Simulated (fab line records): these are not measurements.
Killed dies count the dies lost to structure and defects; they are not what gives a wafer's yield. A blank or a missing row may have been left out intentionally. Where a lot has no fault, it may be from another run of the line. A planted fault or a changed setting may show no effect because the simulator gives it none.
What tool caused it? / flow n5-finfet / Sampling: 24 lots, 72 wafers, 5 of 1938 route steps

== WHAT EACH GAUGE READ, for each wafer ==
N5_MIM_TOP_LITHO_OVL_MEAS_11. Usual: MIM_TOP_OVL gives 2 nm (standard deviation 5).
lot=L074; measured=day 11 14:20; on=overlay-01; MIM_TOP_OVL (nm)=6 11 6; flag=
lot=L075; measured=day 11 14:42; on=overlay-01; MIM_TOP_OVL (nm)=9 11 4; flag=
lot=L076; measured=day 12 12:05; on=overlay-01; MIM_TOP_OVL (nm)=-3 -6 -3; flag=
lot=L077; measured=day 12 14:32; on=overlay-02; MIM_TOP_OVL (nm)=1 5 1; flag=
lot=L078; measured=day 12 17:57; on=overlay-02; MIM_TOP_OVL (nm)=3 -5 -2; flag=
lot=L081; measured=day 13 07:57; on=overlay-02; MIM_TOP_OVL (nm)=-1 6 6; flag=
lot=L079; measured=day 13 11:53; on=overlay-01; MIM_TOP_OVL (nm)=3 -4 -2; flag=
lot=L080; measured=day 13 14:33; on=overlay-01; MIM_TOP_OVL (nm)=4 3 6; flag=
lot=L082; measured=day 14 03:47; on=overlay-02; MIM_TOP_OVL (nm)=3 6 5; flag=
lot=L083; measured=day 14 13:31; on=overlay-01; MIM_TOP_OVL (nm)=4 0 9; flag=
lot=L084; measured=day 14 14:35; on=overlay-01; MIM_TOP_OVL (nm)=-2 -1 -3; flag=
lot=L085; measured=day 15 00:47; on=overlay-01; MIM_TOP_OVL (nm)=10 6 7; flag=
lot=L086; measured=day 15 03:17; on=overlay-01; MIM_TOP_OVL (nm)=0 8 -4; flag=
lot=L088; measured=day 15 04:55; on=overlay-02; MIM_TOP_OVL (nm)=5 10 1; flag=
lot=L087; measured=day 15 09:08; on=overlay-01; MIM_TOP_OVL (nm)=-3 0 8; flag=
lot=L089; measured=day 15 13:34; on=overlay-02; MIM_TOP_OVL (nm)=7 3 -1; flag=
lot=L091; measured=day 15 20:34; on=overlay-02; MIM_TOP_OVL (nm)=6 13 18; flag=
lot=L090; measured=day 16 02:13; on=overlay-02; MIM_TOP_OVL (nm)=-1 -2 -10; flag=
lot=L093; measured=day 16 18:46; on=overlay-02; MIM_TOP_OVL (nm)=1 6 -2; flag=
lot=L092; measured=day 17 00:10; on=overlay-01; MIM_TOP_OVL (nm)=5 8 3; flag=
lot=L095; measured=day 17 06:39; on=overlay-01; MIM_TOP_OVL (nm)=-6 -1 -6; flag=
lot=L094; measured=day 17 06:49; on=overlay-01; MIM_TOP_OVL (nm)=4 9 8; flag=
lot=L097; measured=day 17 07:05; on=overlay-02; MIM_TOP_OVL (nm)=3 2 4; flag=
lot=L096; measured=day 17 07:15; on=overlay-02; MIM_TOP_OVL (nm)=-2 1 3; flag=

== TOOL THAT RAN EACH LOT (tool first, then ch and the chambers of the sampled wafers, then the start) ==
lot=L074; N5_BEOL_M15_ETCH_38=rie-diel-02 ch 2,3, day 11 09:04 or earlier; N5_BEOL_M15_SPUTTER_43=pvd-sputter-01, day 11 09:04; N5_MIM_TOP_ALD_01=ald-hk-01 ch 0,1,2, day 11 14:20 or earlier; N5_MIM_TOP_ALD_02=ald-hk-01 ch 0,1,2, day 11 14:20 or earlier
lot=L075; N5_BEOL_M15_ETCH_38=rie-diel-05 ch 1,2, day 11 10:48 or earlier; N5_BEOL_M15_SPUTTER_43=pvd-sputter-03, day 11 10:48; N5_MIM_TOP_ALD_01=ald-hk-03 ch 0,1,2, day 11 14:42 or earlier; N5_MIM_TOP_ALD_02=ald-hk-03 ch 0,1,2, day 11 14:42 or earlier
lot=L076; N5_BEOL_M15_ETCH_38=rie-diel-04 ch 0,2,3, day 12 05:19 or earlier; N5_BEOL_M15_SPUTTER_43=pvd-sputter-03, day 12 05:19; N5_MIM_TOP_ALD_01=ald-hk-02 ch 0,1, day 12 12:05 or earlier; N5_MIM_TOP_ALD_02=ald-hk-02 ch 0,1, day 12 12:05 or earlier
lot=L077; N5_BEOL_M15_ETCH_38=rie-diel-05 ch 1,2,3, day 12 05:38 or earlier; N5_BEOL_M15_SPUTTER_43=pvd-sputter-03, day 12 05:38; N5_MIM_TOP_ALD_01=ald-hk-01 ch 0,1,3, day 12 14:32 or earlier; N5_MIM_TOP_ALD_02=ald-hk-01 ch 0,1,3, day 12 14:32 or earlier
lot=L078; N5_BEOL_M15_ETCH_38=rie-diel-02 ch 1,2, day 12 11:20 or earlier; N5_BEOL_M15_SPUTTER_43=pvd-sputter-03, day 12 11:20; N5_MIM_TOP_ALD_01=ald-hk-03 ch 0,1,3, day 12 17:57 or earlier; N5_MIM_TOP_ALD_02=ald-hk-03 ch 0,1,3, day 12 17:57 or earlier
lot=L081; N5_BEOL_M15_ETCH_38=rie-diel-05 ch 0,2,3, day 13 03:16 or earlier; N5_BEOL_M15_SPUTTER_43=pvd-sputter-02, day 13 03:16; N5_MIM_TOP_ALD_01=ald-hk-01 ch 0,2,3, day 13 07:57 or earlier; N5_MIM_TOP_ALD_02=ald-hk-01 ch 0,2,3, day 13 07:57 or earlier
lot=L079; N5_BEOL_M15_ETCH_38=rie-diel-02 ch 1,2, day 13 03:35 or earlier; N5_BEOL_M15_SPUTTER_43=pvd-sputter-01, day 13 03:35; N5_MIM_TOP_ALD_01=ald-hk-03 ch 2,3, day 13 11:53 or earlier; N5_MIM_TOP_ALD_02=ald-hk-03 ch 2,3, day 13 11:53 or earlier
lot=L080; N5_BEOL_M15_ETCH_38=rie-diel-04 ch 0,1,2, day 13 10:11 or earlier; N5_BEOL_M15_SPUTTER_43=pvd-sputter-03, day 13 10:11; N5_MIM_TOP_ALD_01=ald-hk-02 ch 0,1,2, day 13 14:33 or earlier; N5_MIM_TOP_ALD_02=ald-hk-02 ch 0,1,2, day 13 14:33 or earlier
lot=L082; N5_BEOL_M15_ETCH_38=rie-diel-05 ch 0,1,2, day 13 17:27 or earlier; N5_BEOL_M15_SPUTTER_43=pvd-sputter-01, day 13 17:27; N5_MIM_TOP_ALD_01=ald-hk-03 ch 0,1,3, day 14 03:47 or earlier; N5_MIM_TOP_ALD_02=ald-hk-03 ch 0,1,3, day 14 03:47 or earlier
lot=L083; N5_BEOL_M15_ETCH_38=rie-diel-04 ch 2,3, day 14 06:53 or earlier; N5_BEOL_M15_SPUTTER_43=pvd-sputter-01, day 14 06:53; N5_MIM_TOP_ALD_01=ald-hk-02 ch 2,3, day 14 13:31 or earlier; N5_MIM_TOP_ALD_02=ald-hk-02 ch 2,3, day 14 13:31 or earlier
lot=L084; N5_BEOL_M15_ETCH_38=rie-diel-05 ch 1,2, day 14 10:38 or earlier; N5_BEOL_M15_SPUTTER_43=pvd-sputter-02, day 14 10:38; N5_MIM_TOP_ALD_01=ald-hk-03 ch 0,3, day 14 14:35 or earlier; N5_MIM_TOP_ALD_02=ald-hk-03 ch 0,3, day 14 14:35 or earlier
lot=L085; N5_BEOL_M15_ETCH_38=rie-diel-04 ch 0,1,3, day 14 20:45 or earlier; N5_BEOL_M15_SPUTTER_43=pvd-sputter-01, day 14 20:45; N5_MIM_TOP_ALD_01=ald-hk-02 ch 0,2,3, day 15 00:47 or earlier; N5_MIM_TOP_ALD_02=ald-hk-02 ch 0,2,3, day 15 00:47 or earlier
lot=L086; N5_BEOL_M15_ETCH_38=rie-diel-04 ch 1,3, day 14 21:09 or earlier; N5_BEOL_M15_SPUTTER_43=pvd-sputter-01, day 14 21:09; N5_MIM_TOP_ALD_01=ald-hk-03 ch 1,2,3, day 15 03:17 or earlier; N5_MIM_TOP_ALD_02=ald-hk-03 ch 1,2,3, day 15 03:17 or earlier
lot=L088; N5_BEOL_M15_ETCH_38=rie-diel-04 ch 0,1,3, day 14 23:46 or earlier; N5_BEOL_M15_SPUTTER_43=pvd-sputter-02, day 14 23:46; N5_MIM_TOP_ALD_01=ald-hk-01 ch 1,3, day 15 04:55 or earlier; N5_MIM_TOP_ALD_02=ald-hk-01 ch 1,3, day 15 04:55 or earlier
lot=L087; N5_BEOL_M15_ETCH_38=rie-diel-04 ch 0,2,3, day 15 05:10 or earlier; N5_BEOL_M15_SPUTTER_43=pvd-sputter-01, day 15 05:10; N5_MIM_TOP_ALD_01=ald-hk-01 ch 1,2,3, day 15 09:08 or earlier; N5_MIM_TOP_ALD_02=ald-hk-01 ch 1,2,3, day 15 09:08 or earlier
lot=L089; N5_BEOL_M15_ETCH_38=rie-diel-05 ch 0,1,3, day 15 08:35 or earlier; N5_BEOL_M15_SPUTTER_43=pvd-sputter-03, day 15 08:35; N5_MIM_TOP_ALD_01=ald-hk-03 ch 2,3, day 15 13:34 or earlier; N5_MIM_TOP_ALD_02=ald-hk-03 ch 2,3, day 15 13:34 or earlier
lot=L091; N5_BEOL_M15_ETCH_38=rie-diel-05 ch 0,2,3, day 15 14:02 or earlier; N5_BEOL_M15_SPUTTER_43=pvd-sputter-01, day 15 14:02; N5_MIM_TOP_ALD_01=ald-hk-03 ch 0,1,3, day 15 20:34 or earlier; N5_MIM_TOP_ALD_02=ald-hk-03 ch 0,1,3, day 15 20:34 or earlier
lot=L090; N5_BEOL_M15_ETCH_38=rie-diel-05 ch 0,1, day 15 20:43 or earlier; N5_BEOL_M15_SPUTTER_43=pvd-sputter-01, day 15 20:43; N5_MIM_TOP_ALD_01=ald-hk-03 ch 1,2,3, day 16 02:13 or earlier; N5_MIM_TOP_ALD_02=ald-hk-03 ch 1,2,3, day 16 02:13 or earlier
lot=L093; N5_BEOL_M15_ETCH_38=rie-diel-05 ch 1,2,3, day 16 13:29 or earlier; N5_BEOL_M15_SPUTTER_43=pvd-sputter-02, day 16 13:29; N5_MIM_TOP_ALD_01=ald-hk-01 ch 0,2,3, day 16 18:46 or earlier; N5_MIM_TOP_ALD_02=ald-hk-01 ch 0,2,3, day 16 18:46 or earlier
lot=L092; N5_BEOL_M15_ETCH_38=rie-diel-04 ch 0,1,3, day 16 19:20 or earlier; N5_BEOL_M15_SPUTTER_43=pvd-sputter-02, day 16 19:20; N5_MIM_TOP_ALD_01=ald-hk-01 ch 0,1,3, day 17 00:10 or earlier; N5_MIM_TOP_ALD_02=ald-hk-01 ch 0,1,3, day 17 00:10 or earlier
lot=L095; N5_BEOL_M15_ETCH_38=rie-diel-05 ch 1,2,3, day 17 00:20 or earlier; N5_BEOL_M15_SPUTTER_43=pvd-sputter-01, day 17 00:20; N5_MIM_TOP_ALD_01=ald-hk-03 ch 0,1,2, day 17 06:39 or earlier; N5_MIM_TOP_ALD_02=ald-hk-03 ch 0,1,2, day 17 06:39 or earlier
lot=L094; N5_BEOL_M15_ETCH_38=rie-diel-02 ch 1,3, day 17 00:21 or earlier; N5_BEOL_M15_SPUTTER_43=pvd-sputter-02, day 17 00:21; N5_MIM_TOP_ALD_01=ald-hk-02 ch 1,2, day 17 06:49 or earlier; N5_MIM_TOP_ALD_02=ald-hk-02 ch 1,2, day 17 06:49 or earlier
lot=L097; N5_BEOL_M15_ETCH_38=rie-diel-05 ch 0,2, day 17 00:40 or earlier; N5_BEOL_M15_SPUTTER_43=pvd-sputter-01, day 17 00:40; N5_MIM_TOP_ALD_01=ald-hk-01 ch 0,1,2, day 17 07:05 or earlier; N5_MIM_TOP_ALD_02=ald-hk-01 ch 0,1,2, day 17 07:05 or earlier
lot=L096; N5_BEOL_M15_ETCH_38=rie-diel-02 ch 0,2,3, day 17 00:42 or earlier; N5_BEOL_M15_SPUTTER_43=pvd-sputter-03, day 17 00:42; N5_MIM_TOP_ALD_01=ald-hk-03 ch 0,2,3, day 17 07:15 or earlier; N5_MIM_TOP_ALD_02=ald-hk-03 ch 0,2,3, day 17 07:15 or earlier
- N5_BEOL_M15_ETCH_38: etches SiCN in CF4/N2, target depth 106.4 nm, time 120.5 s.
- N5_BEOL_M15_SPUTTER_43: material TaN, target thk 15 nm, time 24.19 s.
- N5_MIM_TOP_ALD_01: deposits HfO2, target thk 5.6 nm, pulse time 1 s, purge time 3 s.
- N5_MIM_TOP_ALD_02: deposits Al2O3, purge time 3 s, co reactant pulse time 3 s.

== WHAT THE TOOLS THEMSELVES READ (means of the sampled wafers that have a number; where no wafer has one, the mark that the record gives instead) ==
N5_BEOL_M15_ETCH_38. Usual: cf4-flow-sccm 59.97 sccm, standard deviation 0.16; drypump-motor-current-A 5.7 A, standard deviation 0.42; oes-product-au 0.79 a.u., standard deviation 0.071; rf-vpp-V 382.4 V, standard deviation 1.5; showerhead-plenum-p-Torr 2.21 Torr, standard deviation 0.055; throttle-valve-pct 15.56 %, standard deviation 0.27.
lot=L074; tool=rie-diel-02; cf4-flow-sccm (sccm)=60.07; drypump-motor-current-A (A)=5.9; oes-product-au (a.u.)=0.71; rf-vpp-V (V)=381.3; showerhead-plenum-p-Torr (Torr)=2.19; throttle-valve-pct (%)=15.84; flag=
lot=L075; tool=rie-diel-05; cf4-flow-sccm (sccm)=60.04; drypump-motor-current-A (A)=5.8; oes-product-au (a.u.)=0.82; rf-vpp-V (V)=380.5; showerhead-plenum-p-Torr (Torr)=2.18; throttle-valve-pct (%)=15.34; flag=
lot=L076; tool=rie-diel-04; cf4-flow-sccm (sccm)=59.97; drypump-motor-current-A (A)=5.4; oes-product-au (a.u.)=0.84; rf-vpp-V (V)=382.6; showerhead-plenum-p-Torr (Torr)=2.21; throttle-valve-pct (%)=15.26; flag=
lot=L077; tool=rie-diel-05; cf4-flow-sccm (sccm)=59.98; drypump-motor-current-A (A)=5.8; oes-product-au (a.u.)=0.78; rf-vpp-V (V)=382.9; showerhead-plenum-p-Torr (Torr)=2.22; throttle-valve-pct (%)=15.56; flag=
lot=L078; tool=rie-diel-02; cf4-flow-sccm (sccm)=59.92; drypump-motor-current-A (A)=6.1; oes-product-au (a.u.)=0.80; rf-vpp-V (V)=383.7; showerhead-plenum-p-Torr (Torr)=2.25; throttle-valve-pct (%)=15.66; flag=
lot=L081; tool=rie-diel-05; cf4-flow-sccm (sccm)=60.05; drypump-motor-current-A (A)=5.6; oes-product-au (a.u.)=0.75; rf-vpp-V (V)=382.7; showerhead-plenum-p-Torr (Torr)=2.24; throttle-valve-pct (%)=15.77; flag=
lot=L079; tool=rie-diel-02; cf4-flow-sccm (sccm)=60.02; drypump-motor-current-A (A)=6.1; oes-product-au (a.u.)=0.79; rf-vpp-V (V)=383.0; showerhead-plenum-p-Torr (Torr)=2.25; throttle-valve-pct (%)=15.66; flag=
lot=L080; tool=rie-diel-04; cf4-flow-sccm (sccm)=59.91; drypump-motor-current-A (A)=5.7; oes-product-au (a.u.)=0.83; rf-vpp-V (V)=382.7; showerhead-plenum-p-Torr (Torr)=2.20; throttle-valve-pct (%)=15.36; flag=
lot=L082; tool=rie-diel-05; cf4-flow-sccm (sccm)=60.03; drypump-motor-current-A (A)=5.6; oes-product-au (a.u.)=0.78; rf-vpp-V (V)=382.1; showerhead-plenum-p-Torr (Torr)=2.19; throttle-valve-pct (%)=15.57; flag=
lot=L083; tool=rie-diel-04; cf4-flow-sccm (sccm)=59.83; drypump-motor-current-A (A)=5.4; oes-product-au (a.u.)=0.86; rf-vpp-V (V)=382.2; showerhead-plenum-p-Torr (Torr)=2.24; throttle-valve-pct (%)=15.22; flag=
lot=L084; tool=rie-diel-05; cf4-flow-sccm (sccm)=59.92; drypump-motor-current-A (A)=5.9; oes-product-au (a.u.)=0.79; rf-vpp-V (V)=381.1; showerhead-plenum-p-Torr (Torr)=2.17; throttle-valve-pct (%)=15.40; flag=
lot=L085; tool=rie-diel-04; cf4-flow-sccm (sccm)=60.14; drypump-motor-current-A (A)=5.8; oes-product-au (a.u.)=0.82; rf-vpp-V (V)=381.6; showerhead-plenum-p-Torr (Torr)=2.19; throttle-valve-pct (%)=15.42; flag=
lot=L086; tool=rie-diel-04; cf4-flow-sccm (sccm)=60.02; drypump-motor-current-A (A)=6.1; oes-product-au (a.u.)=0.83; rf-vpp-V (V)=384.1; showerhead-plenum-p-Torr (Torr)=2.22; throttle-valve-pct (%)=15.43; flag=
lot=L088; tool=rie-diel-04; cf4-flow-sccm (sccm)=59.89; drypump-motor-current-A (A)=5.8; oes-product-au (a.u.)=0.80; rf-vpp-V (V)=382.1; showerhead-plenum-p-Torr (Torr)=2.19; throttle-valve-pct (%)=15.42; flag=
lot=L087; tool=rie-diel-04; cf4-flow-sccm (sccm)=59.83; drypump-motor-current-A (A)=5.4; oes-product-au (a.u.)=0.82; rf-vpp-V (V)=381.7; showerhead-plenum-p-Torr (Torr)=2.20; throttle-valve-pct (%)=15.29; flag=
lot=L089; tool=rie-diel-05; cf4-flow-sccm (sccm)=59.97; drypump-motor-current-A (A)=5.5; oes-product-au (a.u.)=0.75; rf-vpp-V (V)=382.5; showerhead-plenum-p-Torr (Torr)=2.21; throttle-valve-pct (%)=15.72; flag=
lot=L091; tool=rie-diel-05; cf4-flow-sccm (sccm)=60.05; drypump-motor-current-A (A)=5.6; oes-product-au (a.u.)=0.74; rf-vpp-V (V)=383.6; showerhead-plenum-p-Torr (Torr)=2.23; throttle-valve-pct (%)=15.81; flag=
lot=L090; tool=rie-diel-05; cf4-flow-sccm (sccm)=59.90; drypump-motor-current-A (A)=5.5; oes-product-au (a.u.)=0.77; rf-vpp-V (V)=381.6; showerhead-plenum-p-Torr (Torr)=2.17; throttle-valve-pct (%)=15.53; flag=
lot=L093; tool=rie-diel-05; cf4-flow-sccm (sccm)=59.95; drypump-motor-current-A (A)=5.9; oes-product-au (a.u.)=0.74; rf-vpp-V (V)=382.7; showerhead-plenum-p-Torr (Torr)=2.21; throttle-valve-pct (%)=15.63; flag=
lot=L092; tool=rie-diel-04; cf4-flow-sccm (sccm)=59.94; drypump-motor-current-A (A)=5.7; oes-product-au (a.u.)=0.80; rf-vpp-V (V)=381.8; showerhead-plenum-p-Torr (Torr)=2.18; throttle-valve-pct (%)=15.44; flag=
lot=L095; tool=rie-diel-05; cf4-flow-sccm (sccm)=60.00; drypump-motor-current-A (A)=5.9; oes-product-au (a.u.)=0.74; rf-vpp-V (V)=382.5; showerhead-plenum-p-Torr (Torr)=2.21; throttle-valve-pct (%)=15.64; flag=
lot=L094; tool=rie-diel-02; cf4-flow-sccm (sccm)=60.05; drypump-motor-current-A (A)=5.9; oes-product-au (a.u.)=0.91; rf-vpp-V (V)=382.9; showerhead-plenum-p-Torr (Torr)=2.21; throttle-valve-pct (%)=15.34; flag=
lot=L097; tool=rie-diel-05; cf4-flow-sccm (sccm)=60.08; drypump-motor-current-A (A)=5.6; oes-product-au (a.u.)=0.74; rf-vpp-V (V)=382.4; showerhead-plenum-p-Torr (Torr)=2.20; throttle-valve-pct (%)=15.70; flag=
lot=L096; tool=rie-diel-02; cf4-flow-sccm (sccm)=59.99; drypump-motor-current-A (A)=5.9; oes-product-au (a.u.)=0.83; rf-vpp-V (V)=381.2; showerhead-plenum-p-Torr (Torr)=2.19; throttle-valve-pct (%)=15.55; flag=

N5_BEOL_M15_SPUTTER_43. Usual: susceptor-temp-C 50.01 C, standard deviation 0.12; throttle-valve-pct 30.4 %, standard deviation 1.2.
lot=L074; tool=pvd-sputter-01; susceptor-temp-C (C)=50.02; throttle-valve-pct (%)=31.8; flag=
lot=L075; tool=pvd-sputter-03; susceptor-temp-C (C)=49.94; throttle-valve-pct (%)=29.5; flag=
lot=L076; tool=pvd-sputter-03; susceptor-temp-C (C)=49.98; throttle-valve-pct (%)=30.4; flag=
lot=L077; tool=pvd-sputter-03; susceptor-temp-C (C)=50.19; throttle-valve-pct (%)=29.8; flag=
lot=L078; tool=pvd-sputter-03; susceptor-temp-C (C)=50.06; throttle-valve-pct (%)=29.9; flag=
lot=L081; tool=pvd-sputter-02; susceptor-temp-C (C)=50.10; throttle-valve-pct (%)=29.2; flag=
lot=L079; tool=pvd-sputter-01; susceptor-temp-C (C)=50.11; throttle-valve-pct (%)=31.5; flag=
lot=L080; tool=pvd-sputter-03; susceptor-temp-C (C)=50.15; throttle-valve-pct (%)=30.1; flag=
lot=L082; tool=pvd-sputter-01; susceptor-temp-C (C)=49.99; throttle-valve-pct (%)=31.7; flag=
lot=L083; tool=pvd-sputter-01; susceptor-temp-C (C)=49.95; throttle-valve-pct (%)=31.4; flag=
lot=L084; tool=pvd-sputter-02; susceptor-temp-C (C)=50.01; throttle-valve-pct (%)=29.1; flag=
lot=L085; tool=pvd-sputter-01; susceptor-temp-C (C)=49.84; throttle-valve-pct (%)=31.9; flag=
lot=L086; tool=pvd-sputter-01; susceptor-temp-C (C)=49.89; throttle-valve-pct (%)=31.8; flag=
lot=L088; tool=pvd-sputter-02; susceptor-temp-C (C)=49.99; throttle-valve-pct (%)=28.8; flag=
lot=L087; tool=pvd-sputter-01; susceptor-temp-C (C)=50.09; throttle-valve-pct (%)=31.9; flag=
lot=L089; tool=pvd-sputter-03; susceptor-temp-C (C)=49.96; throttle-valve-pct (%)=29.8; flag=
lot=L091; tool=pvd-sputter-01; susceptor-temp-C (C)=50.02; throttle-valve-pct (%)=31.6; flag=
lot=L090; tool=pvd-sputter-01; susceptor-temp-C (C)=50.08; throttle-valve-pct (%)=31.2; flag=
lot=L093; tool=pvd-sputter-02; susceptor-temp-C (C)=49.90; throttle-valve-pct (%)=28.9; flag=
lot=L092; tool=pvd-sputter-02; susceptor-temp-C (C)=50.10; throttle-valve-pct (%)=28.9; flag=
lot=L095; tool=pvd-sputter-01; susceptor-temp-C (C)=50.04; throttle-valve-pct (%)=31.5; flag=
lot=L094; tool=pvd-sputter-02; susceptor-temp-C (C)=49.93; throttle-valve-pct (%)=29.4; flag=
lot=L097; tool=pvd-sputter-01; susceptor-temp-C (C)=49.88; throttle-valve-pct (%)=31.8; flag=
lot=L096; tool=pvd-sputter-03; susceptor-temp-C (C)=49.94; throttle-valve-pct (%)=30.0; flag=

N5_MIM_TOP_ALD_01. Usual: precursor-pulse-height-rel at 1.000, with a standard deviation of 0.02.
lot=L074 tool=ald-hk-01 precursor-pulse-height-rel=1.006 flag=
lot=L075 tool=ald-hk-03 precursor-pulse-height-rel=1.018 flag=
lot=L076 tool=ald-hk-02 precursor-pulse-height-rel=0.995 flag=
lot=L077 tool=ald-hk-01 precursor-pulse-height-rel=1.001 flag=
lot=L078 tool=ald-hk-03 precursor-pulse-height-rel=0.997 flag=
lot=L081 tool=ald-hk-01 precursor-pulse-height-rel=1.008 flag=
lot=L079 tool=ald-hk-03 precursor-pulse-height-rel=1.011 flag=
lot=L080 tool=ald-hk-02 precursor-pulse-height-rel=0.998 flag=
lot=L082 tool=ald-hk-03 precursor-pulse-height-rel=0.982 flag=
lot=L083 tool=ald-hk-02 precursor-pulse-height-rel=0.990 flag=
lot=L084 tool=ald-hk-03 precursor-pulse-height-rel=1.007 flag=
lot=L085 tool=ald-hk-02 precursor-pulse-height-rel=1.019 flag=
lot=L086 tool=ald-hk-03 precursor-pulse-height-rel=0.991 flag=
lot=L088 tool=ald-hk-01 precursor-pulse-height-rel=1.014 flag=
lot=L087 tool=ald-hk-01 precursor-pulse-height-rel=0.990 flag=
lot=L089 tool=ald-hk-03 precursor-pulse-height-rel=1.000 flag=
lot=L091 tool=ald-hk-03 precursor-pulse-height-rel=0.997 flag=
lot=L090 tool=ald-hk-03 precursor-pulse-height-rel=1.004 flag=
lot=L093 tool=ald-hk-01 precursor-pulse-height-rel=1.000 flag=
lot=L092 tool=ald-hk-01 precursor-pulse-height-rel=1.017 flag=
lot=L095 tool=ald-hk-03 precursor-pulse-height-rel=0.989 flag=
lot=L094 tool=ald-hk-02 precursor-pulse-height-rel=1.007 flag=
lot=L097 tool=ald-hk-01 precursor-pulse-height-rel=1.001 flag=
lot=L096 tool=ald-hk-03 precursor-pulse-height-rel=0.986 flag=

N5_MIM_TOP_ALD_02. Usual: precursor-pulse-height-rel at 0.999, with a standard deviation of 0.016.
lot=L074 tool=ald-hk-01 precursor-pulse-height-rel=0.990 flag=
lot=L075 tool=ald-hk-03 precursor-pulse-height-rel=1.005 flag=
lot=L076 tool=ald-hk-02 precursor-pulse-height-rel=1.003 flag=
lot=L077 tool=ald-hk-01 precursor-pulse-height-rel=0.996 flag=
lot=L078 tool=ald-hk-03 precursor-pulse-height-rel=1.000 flag=
lot=L081 tool=ald-hk-01 precursor-pulse-height-rel=0.992 flag=
lot=L079 tool=ald-hk-03 precursor-pulse-height-rel=0.993 flag=
lot=L080 tool=ald-hk-02 precursor-pulse-height-rel=1.002 flag=
lot=L082 tool=ald-hk-03 precursor-pulse-height-rel=1.004 flag=
lot=L083 tool=ald-hk-02 precursor-pulse-height-rel=1.009 flag=
lot=L084 tool=ald-hk-03 precursor-pulse-height-rel=0.986 flag=
lot=L085 tool=ald-hk-02 precursor-pulse-height-rel=1.009 flag=
lot=L086 tool=ald-hk-03 precursor-pulse-height-rel=1.006 flag=
lot=L088 tool=ald-hk-01 precursor-pulse-height-rel=0.988 flag=
lot=L087 tool=ald-hk-01 precursor-pulse-height-rel=0.999 flag=
lot=L089 tool=ald-hk-03 precursor-pulse-height-rel=1.011 flag=
lot=L091 tool=ald-hk-03 precursor-pulse-height-rel=0.998 flag=
lot=L090 tool=ald-hk-03 precursor-pulse-height-rel=0.987 flag=
lot=L093 tool=ald-hk-01 precursor-pulse-height-rel=1.011 flag=
lot=L092 tool=ald-hk-01 precursor-pulse-height-rel=1.011 flag=
lot=L095 tool=ald-hk-03 precursor-pulse-height-rel=1.004 flag=
lot=L094 tool=ald-hk-02 precursor-pulse-height-rel=0.995 flag=
lot=L097 tool=ald-hk-01 precursor-pulse-height-rel=0.988 flag=
lot=L096 tool=ald-hk-03 precursor-pulse-height-rel=1.004 flag=

== THE ANSWER, worked out from the rows above alone ==
Rule: a lot counts as off when the mean over its wafers that have a number is more than 3 standard deviations away from the usual mean. A lot without any number at a reading at which 4 lots or more have one is off too. Any other lot the step has rows for is counted as sound. The gauges are gone through in route order, then the tools' own readings, and for those a lot's mean is taken as printed above. The first step at which some lot is off is used, and at that step the reading that is off furthest; a lot without a number counts as furthest.
No lot is off on any of the readings shown, so nothing can be concluded from this.

== WHAT THE SIMULATOR HAD INSERTED ==
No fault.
